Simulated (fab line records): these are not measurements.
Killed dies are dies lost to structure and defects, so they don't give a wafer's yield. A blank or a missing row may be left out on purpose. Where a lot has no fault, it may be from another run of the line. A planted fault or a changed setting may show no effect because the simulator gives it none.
fab line records	flow n5_finfet
[record] lots = 24	wafers = 72	last_day = 19
route steps=1938 shown BEOL_M5@1157
lots untouched by any fault: they come from a run of this same line in which no faults occurred
start_h: hours from the record's first day to the start of the lot's first wafer shown	wait_h: hours since the lot's step before	" the same as in the row above	L1.1+2: a row that stands for several wafers	- no value, or no start given	* or withheld: withheld	< > ~ a bound
route shown NAME@n: names a module that has steps shown in the file, with the first one's number in the route	usual: mean/standard deviation of fault-free wafers	same: alike in all rows	chamber/n: place in a boat	sites: each site's reading	_std_site: the values' standard deviation	_edge_site: outer sites' mean less inner sites'	radius_mm: for every site, how far away it sits from the centre of the wafer	mask NAME#n: copy n	behind: the most recent tool/chamber to have shaped the wafer	hold: the reason the lot was held/the length of the hold in hours/how it ended	device: the n, p or np transistor that did not switch	end of line: the same wafers' tests at the end of the route	a step given without rows: its recipe and nothing more	killed: at the first sort, the dies lost to defects and structure; wafer yield is something else	map: the dies of a wafer, with x for killed, . for not killed, _ for no die there
set.NAME: the setting the step ran with; set.NAME@STEP: the setting that earlier step ran with	model.NAME: the simulator's own value behind a step, which no gauge read
one table for each step of the route and one row for each wafer, over a sample of lots
services: from which hour (start_h, from the record's first day; less than 0 if before it) a tool's chamber was out of use, for how many hours, and why
[[steps]]
[step N5_BEOL_M5_VIA_ETCH_34]
[recipe] chemistry = C4F6/O2	target = SiCOH_lowk	target_depth_a = 883	mask_material = SOC	taper_deg = 4	time_s = 39.2	ion_energy_ev = 250	pressure_mtorr = 30	source_w = 345	bias_w = 185	Ar_flow_sccm = 300	C4F6_flow_sccm = 10	O2_flow_sccm = 10
[usual] drypump_motor_current_A = 5.5/0.39	oes_product_au = 0.78/0.082	rf_vpp_V = 665/7	showerhead_plenum_p_Torr = 2.85/0.063	throttle_valve_pct = 20.92/0.23
lot.wafer	tool	chamber	start_h	wait_h	drypump_motor_current_A	oes_product_au	rf_hours_counter_h	rf_vpp_V	showerhead_plenum_p_Torr	throttle_valve_pct
L074.2	rie_diel-06	2	165.06	0.0	5.8	0.79	98	664	2.87	20.95
L074.3	"	0	"	"	5.4	0.73	197	659	2.83	21.12
L074.4	"	3	"	"	5.2	0.69	-	662	2.80	21.17
L076.2	rie_diel-06	2	170.89	0.0	5.8	0.79	101	663	2.87	20.96
L076.3	"	3	"	"	5.2	0.69	247	662	2.80	21.18
L076.5	"	3	"	"	5.2	0.68	-	662	2.80	21.18
L075.4	rie_diel-06	2	180.15	0.0	5.8	0.79	-	665	2.87	20.96
L075.5	"	0	"	"	5.4	0.71	-	661	2.83	21.13
L075.6	"	3	"	"	5.2	0.68	-	661	2.79	21.17
L077.4	rie_diel-05	1	195.93	0.0	4.9	0.87	63	673	2.78	20.66
L077.5	"	1	"	"	4.9	0.86	-	672	2.78	20.64
L077.6	"	0	"	"	4.9	0.69	-	657	2.82	21.15
L078.1	rie_diel-03	3	206.27	0.0	5.4	0.74	153	658	2.85	21.18
L078.3	"	0	"	"	6.2	0.90	18	658	2.80	20.59
L078.4	"	1	"	"	5.1	0.81	91	669	2.88	20.71
L079.2	rie_diel-06	3	214.93	0.0	5.2	0.98	6	660	2.79	20.79
L079.5	"	1	"	"	5.7	0.94	-	668	3.03	20.73
L079.6	"	2	"	"	5.8	0.79	-	666	2.87	21.00
L080.2	rie_diel-06	1	221.11	0.0	5.7	0.93	13	669	3.03	20.73
L080.3	"	3	"	"	5.1	0.97	7	663	2.79	20.81
L080.6	"	3	"	"	5.2	0.98	-	660	2.79	20.78
L083.2	rie_diel-05	0	229.79	0.0	4.9	0.68	234	658	2.82	21.18
L083.3	"	2	"	"	5.8	0.81	114	662	2.86	21.21
L083.6	"	3	"	"	5.4	0.75	-	678	2.86	20.69
L082.2	rie_diel-03	3	240.03	0.0	5.4	0.74	162	656	2.84	21.20
L082.4	"	2	"	"	5.8	0.69	202	669	2.94	20.66
L082.5	"	2	"	"	5.8	0.69	-	669	2.94	20.68
L081.3	rie_diel-05	2	241.64	0.0	5.8	0.80	117	663	2.86	21.22
L081.5	"	0	"	"	4.9	0.67	-	660	2.81	21.17
L081.6	"	1	"	"	4.9	0.85	-	671	2.77	20.66
L084.2	rie_diel-03	0	250.20	0.0	6.2	0.89	27	659	2.79	20.60
L084.3	"	2	"	"	5.8	0.69	204	670	2.94	20.66
L084.4	"	1	"	"	5.1	0.80	102	669	2.87	20.74
L085.1	rie_diel-05	2	260.99	0.0	5.8	0.79	122	662	2.86	21.25
L085.2	"	1	"	"	4.9	0.84	80	672	2.77	20.68
L085.3	"	3	"	"	5.4	0.74	147	681	2.86	20.73
L086.4	rie_diel-06	0	267.25	0.0	5.4	0.71	227	659	2.82	21.19
L086.5	"	0	"	"	5.4	0.70	-	658	2.82	21.15
L086.6	"	3	"	"	5.2	0.94	-	661	2.79	20.83
L089.3	rie_diel-06	0	271.74	0.0	5.4	0.71	229	658	2.82	21.18
L089.4	"	3	"	"	5.2	0.93	21	662	2.79	20.83
L089.5	"	1	"	"	5.7	0.90	-	669	3.02	20.75
L087.2	rie_diel-05	3	276.05	0.0	5.4	0.73	151	681	2.86	20.71
L087.4	"	0	"	"	4.9	0.67	245	658	2.81	21.20
L087.5	"	0	"	"	4.9	0.67	-	657	2.81	21.20
L088.2	rie_diel-05	3	280.16	0.0	5.4	0.74	152	682	2.86	20.72
L088.3	"	2	"	"	5.8	0.79	128	662	2.85	21.23
L088.5	"	1	"	"	4.9	0.83	-	672	2.77	20.69
L090.2	rie_diel-06	0	285.02	0.0	5.4	0.70	233	659	2.82	21.20
L090.3	"	3	"	"	5.2	0.93	25	661	2.78	20.82
L090.4	"	1	"	"	5.7	0.89	32	670	3.02	20.75
L092.2	rie_diel-03	0	288.23	0.0	6.2	0.88	37	659	2.79	20.64
L092.5	"	0	"	"	6.2	0.87	-	659	2.79	20.63
L092.6	"	3	"	"	5.4	0.73	-	656	2.84	21.20
L093.1	rie_diel-06	2	291.35	0.0	5.8	0.76	138	664	2.86	21.03
L093.3	"	0	"	"	5.4	0.70	235	656	2.82	21.17
L093.6	"	0	"	"	5.4	0.70	-	658	2.82	21.19
L091.1	rie_diel-03	0	297.24	0.0	6.2	0.87	40	658	2.79	20.65
L091.3	"	3	"	"	5.4	0.73	178	656	2.84	21.21
L091.6	"	0	"	"	6.2	0.87	-	659	2.79	20.63
L094.1	rie_diel-03	2	309.79	0.0	5.8	0.68	220	669	2.93	20.70
L094.2	"	1	"	"	5.1	0.78	118	670	2.87	20.75
L094.3	"	3	"	"	5.5	0.72	181	657	2.83	21.20
L095.2	rie_diel-05	2	313.39	0.0	5.8	0.78	138	662	2.85	21.24
L095.3	"	0	"	"	4.9	0.67	249	657	2.81	21.21
L095.6	"	3	"	"	5.4	0.74	-	681	2.85	20.73
L097.1	rie_diel-05	2	327.30	0.0	5.8	0.77	143	662	2.85	21.27
L097.3	"	1	"	"	4.9	0.82	102	671	2.76	20.72
L097.6	"	3	"	"	5.4	0.73	-	680	2.85	20.73
L096.4	rie_diel-06	1	335.81	0.0	5.7	0.86	49	668	3.01	20.78
L096.5	"	3	"	"	5.1	0.89	-	661	2.78	20.86
L096.6	"	2	"	"	5.8	0.74	-	664	2.85	21.03
[step N5_BEOL_M5_ANNEAL_49]
[recipe] temp_c = 400	time_s = 1800	ambient = vacuum
[usual] heater_power_w = 820/80
lot.wafer	tool	chamber	start_h	wait_h	heater_power_w
L074.2	pvd_sputter-02	-	167.63	0.0	866
L074.3	"	-	"	"	854
L074.4	"	-	"	"	835
L076.2	pvd_sputter-03	-	173.26	0.0	883
L076.3	"	-	"	"	763
L076.5	"	-	"	"	795
L075.4	pvd_sputter-03	-	183.09	0.0	778
L075.5	"	-	"	"	815
L075.6	"	-	"	"	820
L077.4	pvd_sputter-03	-	197.53	0.0	860
L077.5	"	-	"	"	831
L077.6	"	-	"	"	786
L078.1	pvd_sputter-02	-	207.81	0.0	833
L078.3	"	-	"	"	605
L078.4	"	-	"	"	882
L079.2	pvd_sputter-03	-	217.37	0.0	804
L079.5	"	-	"	"	919
L079.6	"	-	"	"	869
L080.2	pvd_sputter-03	-	222.94	0.0	870
L080.3	"	-	"	"	835
L080.6	"	-	"	"	838
L083.2	pvd_sputter-02	-	233.40	0.0	608
L083.3	"	-	"	"	853
L083.6	"	-	"	"	866
L082.2	pvd_sputter-03	-	242.92	0.0	907
L082.4	"	-	"	"	783
L082.5	"	-	"	"	876
L081.3	pvd_sputter-02	-	243.25	0.0	601
L081.5	"	-	"	"	840
L081.6	"	-	"	"	860
L084.2	pvd_sputter-01	-	253.47	0.0	639
L084.3	"	-	"	"	847
L084.4	"	-	"	"	858
L085.1	pvd_sputter-01	-	264.38	0.0	823
L085.2	"	-	"	"	633
L085.3	"	-	"	"	842
L086.4	pvd_sputter-01	-	269.10	0.0	639
L086.5	"	-	"	"	841
L086.6	"	-	"	"	825
L089.3	pvd_sputter-02	-	273.74	0.0	841
L089.4	"	-	"	"	584
L089.5	"	-	"	"	601
L087.2	pvd_sputter-03	-	277.76	0.0	793
L087.4	"	-	"	"	832
L087.5	"	-	"	"	912
L088.2	pvd_sputter-02	-	282.22	0.0	866
L088.3	"	-	"	"	859
L088.5	"	-	"	"	853
L090.2	pvd_sputter-02	-	286.65	0.0	876
L090.3	"	-	"	"	840
L090.4	"	-	"	"	852
L092.2	pvd_sputter-03	-	290.09	0.0	837
L092.5	"	-	"	"	839
L092.6	"	-	"	"	838
L093.1	pvd_sputter-01	-	293.45	0.0	845
L093.3	"	-	"	"	843
L093.6	"	-	"	"	815
L091.1	pvd_sputter-03	-	298.91	0.0	812
L091.3	"	-	"	"	884
L091.6	"	-	"	"	843
L094.1	pvd_sputter-03	-	311.63	0.0	851
L094.2	"	-	"	"	886
L094.3	"	-	"	"	827
L095.2	pvd_sputter-01	-	314.95	0.0	843
L095.3	"	-	"	"	625
L095.6	"	-	"	"	841
L097.1	pvd_sputter-03	-	329.08	0.0	905
L097.3	"	-	"	"	779
L097.6	"	-	"	"	779
L096.4	pvd_sputter-02	-	337.81	0.0	874
L096.5	"	-	"	"	839
L096.6	"	-	"	"	870
[step N5_BEOL_M5_ANNEAL_89]
[recipe] temp_c = 400	time_s = 1800	ambient = vacuum
[usual] heater_power_w = 820/79
lot.wafer	tool	chamber	start_h	wait_h	heater_power_w
L074.2	pvd_sputter-02	-	170.89	0.0	866
L074.3	"	-	"	"	837
L074.4	"	-	"	"	870
L076.2	pvd_sputter-03	-	176.52	0.0	859
L076.3	"	-	"	"	798
L076.5	"	-	"	"	765
L075.4	pvd_sputter-03	-	186.35	0.0	787
L075.5	"	-	"	"	823
L075.6	"	-	"	"	844
L077.4	pvd_sputter-03	-	200.79	0.0	857
L077.5	"	-	"	"	806
L077.6	"	-	"	"	785
L078.1	pvd_sputter-02	-	211.07	0.0	858
L078.3	"	-	"	"	620
L078.4	"	-	"	"	875
L079.2	pvd_sputter-03	-	220.63	0.0	809
L079.5	"	-	"	"	911
L079.6	"	-	"	"	840
L080.2	pvd_sputter-03	-	226.20	0.0	829
L080.3	"	-	"	"	829
L080.6	"	-	"	"	828
L083.2	pvd_sputter-02	-	236.66	0.0	604
L083.3	"	-	"	"	886
L083.6	"	-	"	"	869
L082.2	pvd_sputter-03	-	246.18	0.0	893
L082.4	"	-	"	"	774
L082.5	"	-	"	"	890
L081.3	pvd_sputter-02	-	246.51	0.0	609
L081.5	"	-	"	"	837
L081.6	"	-	"	"	846
L084.2	pvd_sputter-01	-	256.73	0.0	638
L084.3	"	-	"	"	837
L084.4	"	-	"	"	874
L085.1	pvd_sputter-01	-	267.64	0.0	830
L085.2	"	-	"	"	624
L085.3	"	-	"	"	830
L086.4	pvd_sputter-01	-	272.36	0.0	629
L086.5	"	-	"	"	845
L086.6	"	-	"	"	856
L089.3	pvd_sputter-02	-	277.00	0.0	826
L089.4	"	-	"	"	603
L089.5	"	-	"	"	581
L087.2	pvd_sputter-03	-	281.02	0.0	788
L087.4	"	-	"	"	824
L087.5	"	-	"	"	886
L088.2	pvd_sputter-02	-	285.48	0.0	874
L088.3	"	-	"	"	851
L088.5	"	-	"	"	867
L090.2	pvd_sputter-02	-	289.91	0.0	891
L090.3	"	-	"	"	860
L090.4	"	-	"	"	820
L092.2	pvd_sputter-03	-	293.35	0.0	845
L092.5	"	-	"	"	831
L092.6	"	-	"	"	834
L093.1	pvd_sputter-01	-	296.71	0.0	831
L093.3	"	-	"	"	805
L093.6	"	-	"	"	845
L091.1	pvd_sputter-03	-	302.17	0.0	838
L091.3	"	-	"	"	841
L091.6	"	-	"	"	862
L094.1	pvd_sputter-03	-	314.89	0.0	879
L094.2	"	-	"	"	919
L094.3	"	-	"	"	823
L095.2	pvd_sputter-01	-	318.21	0.0	865
L095.3	"	-	"	"	626
L095.6	"	-	"	"	844
L097.1	pvd_sputter-03	-	332.34	0.0	876
L097.3	"	-	"	"	789
L097.6	"	-	"	"	783
L096.4	pvd_sputter-02	-	341.07	0.0	874
L096.5	"	-	"	"	849
L096.6	"	-	"	"	872
[step N5_BEOL_M5_ANNEAL_51]
[recipe] temp_c = 225	time_s = 90	ambient = N2
[usual] wafer_temp_C_max = 226.4/0.39
lot.wafer	tool	chamber	start_h	wait_h	wafer_temp_C_max
L074.2	rtp_anneal-02	0	172.15	0.1	227.4
L074.3	"	0	"	"	226.5
L074.4	"	0	"	"	226.7
L076.2	rtp_anneal-02	0	177.81	0.1	226.7
L076.3	"	0	"	"	226.3
L076.5	"	0	"	"	226.9
L075.4	rtp_anneal-02	0	187.69	0.2	226.9
L075.5	"	0	"	"	226.4
L075.6	"	0	"	"	226.8
L077.4	rtp_anneal-01	0	202.13	0.2	226.3
L077.5	"	0	"	"	226.0
L077.6	"	0	"	"	226.4
L078.1	rtp_anneal-02	0	212.28	0.1	227.0
L078.3	"	0	"	"	226.8
L078.4	"	0	"	"	226.5
L079.2	rtp_anneal-02	0	222.00	0.2	227.0
L079.5	"	0	"	"	226.6
L079.6	"	0	"	"	227.0
L080.2	rtp_anneal-01	0	227.46	0.1	225.9
L080.3	"	0	"	"	226.1
L080.6	"	0	"	"	226.3
L083.2	rtp_anneal-02	0	237.92	0.1	226.6
L083.3	"	0	"	"	226.3
L083.6	"	0	"	"	227.0
L082.2	rtp_anneal-01	0	247.43	0.1	225.6
L082.4	"	0	"	"	226.5
L082.5	"	0	"	"	225.8
L081.3	rtp_anneal-02	0	247.82	0.1	226.0
L081.5	"	0	"	"	227.0
L081.6	"	0	"	"	226.6
L084.2	rtp_anneal-01	0	258.27	0.4	225.9
L084.3	"	0	"	"	225.9
L084.4	"	0	"	"	225.6
L085.1	rtp_anneal-02	0	268.85	0.1	226.5
L085.2	"	0	"	"	226.7
L085.3	"	0	"	"	226.8
L086.4	rtp_anneal-01	0	274.25	0.7	226.0
L086.5	"	0	"	"	226.1
L086.6	"	0	"	"	226.0
L089.3	rtp_anneal-02	0	278.30	0.1	227.2
L089.4	"	0	"	"	226.6
L089.5	"	0	"	"	226.8
L087.2	rtp_anneal-02	0	282.46	0.3	226.6
L087.4	"	0	"	"	226.6
L087.5	"	0	"	"	226.5
L088.2	rtp_anneal-01	0	286.74	0.1	226.4
L088.3	"	0	"	"	226.2
L088.5	"	0	"	"	226.3
L090.2	rtp_anneal-02	0	291.16	0.1	226.5
L090.3	"	0	"	"	226.3
L090.4	"	0	"	"	226.1
L092.2	rtp_anneal-01	0	294.60	0.1	225.9
L092.5	"	0	"	"	225.9
L092.6	"	0	"	"	226.4
L093.1	rtp_anneal-01	0	297.92	0.1	225.8
L093.3	"	0	"	"	226.3
L093.6	"	0	"	"	226.2
L091.1	rtp_anneal-02	0	303.38	0.1	226.7
L091.3	"	0	"	"	226.4
L091.6	"	0	"	"	226.9
L094.1	rtp_anneal-01	0	316.10	0.1	226.1
L094.2	"	0	"	"	226.4
L094.3	"	0	"	"	226.7
L095.2	rtp_anneal-01	0	319.46	0.1	225.9
L095.3	"	0	"	"	226.0
L095.6	"	0	"	"	226.1
L097.1	rtp_anneal-01	0	333.55	0.1	225.9
L097.3	"	0	"	"	226.1
L097.6	"	0	"	"	226.1
L096.4	rtp_anneal-01	0	342.42	0.2	226.4
L096.5	"	0	"	"	226.5
L096.6	"	0	"	"	226.9
[step N5_BEOL_M5_CMP_52]
[recipe] stop_on = SiCOH_lowk	t_overpolish_s = 6.9	down_force_psi = 1	platen_rpm = 50	clearing_platen_down_force_psi = 1.5	clearing_platen_rpm = 50	post_cmp_clean = cu_alkaline	target_thk_nm = 62	clearing_platen_pad_velocity_m_s = 0.99484	pad_velocity_m_s = 0.99484
[usual] barrier_field_endpoint_s = 24.8/0.6	clearing_platen_down_force_psi = 1.500/0.0031	motor_current_A = 6.1/0.57	overpolish_run_s = 6.900/0.0096	time_to_endpoint_s = 62/3.4
lot.wafer	tool	chamber	start_h	wait_h	barrier_field_endpoint_s	clearing_platen_down_force_psi	motor_current_A	overpolish_run_s	time_to_endpoint_s
L074.3	cmp-01	3	172.41	0.2	24.3	1.500	5.2	6.899	59
L074.4	"	1	"	"	24.6	1.498	6.5	6.891	64
L074.2	"	2	"	"	24.3	1.493	6.4	6.900	60
L076.3	cmp-01	3	178.06	0.2	24.4	1.500	5.1	6.903	63
L076.2	"	2	"	"	24.8	1.501	6.0	6.910	62
L076.5	"	0	"	"	24.2	1.496	6.7	6.894	60
L075.4	cmp-04	2	187.95	0.2	24.9	1.496	6.1	6.895	66
L075.5	"	1	"	"	25.0	1.503	5.9	6.895	61
L075.6	"	2	"	"	24.9	1.504	5.9	6.900	64
L077.4	cmp-01	3	202.33	0.2	24.3	1.497	4.9	6.884	58
L077.6	"	2	"	"	24.2	1.493	6.5	6.880	57
L077.5	"	3	"	"	24.5	1.496	5.2	6.908	57
L078.4	cmp-01	3	212.61	0.2	25.1	1.496	5.2	6.923	61
L078.3	"	0	"	"	24.7	1.499	6.6	6.900	61
L078.1	"	1	"	"	24.7	1.500	6.4	6.891	65
L079.2	cmp-04	1	222.38	0.3	23.7	1.499	6.0	6.894	62
L079.5	"	2	"	"	24.8	1.498	5.7	6.897	66
L079.6	"	3	"	"	25.3	1.499	5.9	6.889	68
L080.3	cmp-01	0	227.78	0.2	24.5	1.496	6.2	6.913	62
L080.2	"	1	"	"	25.3	1.498	6.4	6.902	67
L080.6	"	3	"	"	24.7	1.500	5.1	6.902	61
L083.2	cmp-01	0	238.21	0.2	23.5	1.501	6.2	6.905	59
L083.3	"	2	"	"	24.6	1.501	6.3	6.902	58
L083.6	"	3	"	"	24.2	1.502	5.0	6.902	58
L082.2	cmp-03	3	247.72	0.2	25.7	1.503	6.9	6.908	70
L082.4	"	1	"	"	25.1	1.503	5.9	6.922	64
L082.5	"	2	"	"	25.3	1.495	5.9	6.893	70
L081.3	cmp-01	1	248.11	0.2	24.0	1.503	6.6	6.897	63
L081.5	"	3	"	"	23.6	1.498	5.3	6.914	61
L081.6	"	0	"	"	23.9	1.505	6.3	6.896	59
L084.4	cmp-03	3	258.52	0.1	25.4	1.500	7.6	6.909	65
L084.3	"	0	"	"	25.7	1.502	5.8	6.892	68
L084.2	"	2	"	"	26.0	1.503	6.0	6.905	69
L085.1	cmp-03	1	269.28	0.4	24.6	1.503	5.8	6.889	62
L085.2	"	3	"	"	24.5	1.499	6.7	6.896	66
L085.3	"	0	"	"	24.1	1.500	5.2	6.889	64
L086.4	cmp-04	2	274.45	0.2	24.6	1.497	5.7	6.907	65
L086.6	"	1	"	"	24.2	1.504	6.6	6.888	60
L086.5	"	2	"	"	24.7	1.499	5.5	6.892	64
L089.3	cmp-03	3	278.55	0.2	25.0	1.495	7.0	6.916	68
L089.4	"	0	"	"	25.2	1.500	5.7	6.914	71
L089.5	"	3	"	"	25.5	1.499	6.9	6.901	68
L087.4	cmp-04	0	282.71	0.1	25.1	1.501	6.2	6.907	61
L087.2	"	3	"	"	25.1	1.503	5.7	6.908	64
L087.5	"	1	"	"	25.4	1.505	6.4	6.900	60
L088.2	cmp-03	3	287.03	0.2	25.3	1.501	7.3	6.904	63
L088.3	"	0	"	"	25.4	1.500	6.0	6.909	65
L088.5	"	2	"	"	26.0	1.498	6.0	6.894	62
L090.3	cmp-04	2	291.41	0.2	25.2	1.495	5.7	6.884	65
L090.4	"	0	"	"	24.1	1.497	6.2	6.904	59
L090.2	"	1	"	"	24.3	1.503	6.1	6.905	59
L092.2	cmp-01	2	294.97	0.3	23.7	1.501	6.2	6.900	58
L092.6	"	3	"	"	23.8	1.502	5.0	6.904	60
L092.5	"	0	"	"	24.6	1.505	6.5	6.908	60
L093.3	cmp-04	2	298.29	0.2	26.3	1.506	6.0	6.896	65
L093.1	"	3	"	"	24.9	1.506	5.8	6.906	64
L093.6	"	0	"	"	25.2	1.494	6.5	6.909	61
L091.1	cmp-01	0	303.72	0.3	23.8	1.505	6.2	6.898	58
L091.3	"	1	"	"	24.8	1.498	6.8	6.903	60
L091.6	"	0	"	"	24.0	1.504	6.6	6.902	58
L094.3	cmp-03	2	316.40	0.2	25.6	1.499	5.6	6.888	64
L094.2	"	3	"	"	24.1	1.503	7.3	6.902	57
L094.1	"	0	"	"	24.9	1.500	5.6	6.886	66
L095.2	cmp-03	2	319.73	0.2	24.0	1.496	5.7	6.902	60
L095.3	"	3	"	"	25.1	1.494	7.1	6.901	65
L095.6	"	3	"	"	25.3	1.496	7.0	6.920	62
L097.3	cmp-03	2	333.84	0.2	23.8	1.499	5.6	6.895	62
L097.1	"	0	"	"	25.1	1.500	5.4	6.898	63
L097.6	"	2	"	"	25.6	1.505	6.1	6.903	65
L096.4	cmp-03	3	342.62	0.2	25.5	1.498	7.4	6.896	65
L096.6	"	2	"	"	25.6	1.498	5.9	6.883	65
L096.5	"	3	"	"	25.1	1.494	6.9	6.894	66
[step N5_BEOL_M5_DEP_56]
[recipe] material = SiCN	target_thk_a = 80	temp_c = withheld	precursor = 3MS/NH3	pressure_torr = 3	rf_w = 202	time_s = 14
[usual] showerhead_plenum_p_Torr = 3.660/0.0097	throttle_valve_pct = 9.1/0.49
lot.wafer	tool	chamber	start_h	wait_h	showerhead_plenum_p_Torr	throttle_valve_pct
L074.2	pecvd-03	0	172.90	0.0	3.667	9.8
L074.3	"	1	"	"	3.662	9.4
L074.4	"	0	"	"	3.667	10.1
L076.2	pecvd-01	2	178.59	0.0	3.653	9.1
L076.3	"	1	"	"	3.672	9.4
L076.5	"	1	"	"	3.664	9.2
L075.4	pecvd-01	2	188.59	0.0	3.672	9.1
L075.5	"	0	"	"	3.647	8.7
L075.6	"	1	"	"	3.669	9.0
L077.4	pecvd-01	0	202.80	0.0	3.653	8.4
L077.5	"	1	"	"	3.658	9.3
L077.6	"	2	"	"	3.660	9.1
L078.1	pecvd-02	1	213.07	0.0	3.664	9.2
L078.3	"	1	"	"	3.662	9.5
L078.4	"	0	"	"	3.672	8.7
L079.2	pecvd-02	0	222.77	0.0	3.661	8.5
L079.5	"	0	"	"	3.658	8.7
L079.6	"	1	"	"	3.662	9.4
L080.2	pecvd-02	1	228.21	0.0	3.651	9.5
L080.3	"	0	"	"	3.669	8.7
L080.6	"	1	"	"	3.654	9.4
L083.2	pecvd-01	1	238.66	0.0	3.665	9.3
L083.3	"	2	"	"	3.665	8.8
L083.6	"	2	"	"	3.661	9.1
L082.2	pecvd-02	1	248.17	0.0	3.663	9.7
L082.4	"	2	"	"	3.634	8.7
L082.5	"	0	"	"	3.671	8.8
L081.3	pecvd-02	0	248.52	0.0	3.674	8.8
L081.5	"	0	"	"	3.664	8.8
L081.6	"	1	"	"	3.664	9.6
L084.2	pecvd-01	1	259.01	0.0	3.656	9.2
L084.3	"	0	"	"	3.648	8.6
L084.4	"	0	"	"	3.656	8.4
L085.1	pecvd-03	1	269.77	0.0	3.669	9.4
L085.2	"	0	"	"	3.660	10.1
L085.3	"	2	"	"	3.667	8.7
L086.4	pecvd-02	2	274.95	0.0	3.633	8.6
L086.5	"	0	"	"	3.658	8.6
L086.6	"	1	"	"	3.662	9.3
L089.3	pecvd-01	0	279.00	0.0	3.649	8.5
L089.4	"	2	"	"	3.669	9.0
L089.5	"	0	"	"	3.659	8.6
L087.2	pecvd-01	0	283.20	0.0	3.646	8.2
L087.4	"	2	"	"	3.661	9.1
L087.5	"	0	"	"	3.650	8.5
L088.2	pecvd-03	1	287.49	0.0	3.669	9.2
L088.3	"	0	"	"	3.653	10.1
L088.5	"	1	"	"	3.668	9.5
L090.2	pecvd-03	1	291.91	0.0	3.655	9.2
L090.3	"	0	"	"	3.668	10.2
L090.4	"	1	"	"	3.656	9.4
L092.2	pecvd-01	1	295.34	0.0	3.664	9.2
L092.5	"	0	"	"	3.651	8.8
L092.6	"	1	"	"	3.660	9.3
L093.1	pecvd-03	0	298.71	0.0	3.661	10.3
L093.3	"	1	"	"	3.671	9.3
L093.6	"	1	"	"	3.659	9.4
L091.1	pecvd-02	2	304.38	0.0	3.632	8.5
L091.3	"	1	"	"	3.663	9.3
L091.6	"	0	"	"	3.675	8.9
L094.1	pecvd-03	0	316.89	0.0	3.657	10.2
L094.2	"	1	"	"	3.662	9.3
L094.3	"	2	"	"	3.672	8.8
L095.2	pecvd-01	0	320.22	0.0	3.633	8.5
L095.3	"	1	"	"	3.647	9.3
L095.6	"	1	"	"	3.663	9.1
L097.1	pecvd-03	2	334.47	0.0	3.664	8.9
L097.3	"	1	"	"	3.671	9.4
L097.6	"	1	"	"	3.671	9.4
L096.4	pecvd-01	2	343.14	0.0	3.663	8.9
L096.5	"	0	"	"	3.648	8.4
L096.6	"	1	"	"	3.664	9.3
[[services]]
tool	chamber	start_h	hours	kind
rie_diel-06	1	144.27	14.9	repair
rtp_anneal-01	-	145.39	6.2	pm
pvd_sputter-01	-	146.86	5.2	repair
rie_diel-03	3	152.15	13.5	repair
rie_diel-03	-	157.17	10.0	pm
cmp-04	-	163.51	2.6	repair
pecvd-01	-	168.97	1.6	repair
rie_diel-05	3	175.74	3.6	repair
cmp-03	-	186.39	4.2	pm
cmp-01	-	191.57	0.8	repair
pecvd-03	1	210.96	3.6	repair
cmp-01	-	217.95	2.7	repair
rie_diel-06	0	235.18	4.9	repair
cmp-03	-	242.73	1.8	repair
pecvd-03	-	258.24	0.9	repair
rie_diel-05	0	280.12	21.8	repair
pecvd-03	2	284.98	11.5	repair
cmp-03	-	302.53	1.6	repair
pecvd-02	-	307.65	14.6	pm
pecvd-01	-	308.01	1.3	repair
cmp-01	-	308.32	0.7	repair
cmp-03	-	312.25	4.0	pm
rie_diel-06	2	329.05	5.4	repair
pecvd-01	-	330.68	2.8	pm
[[key]]
fault none
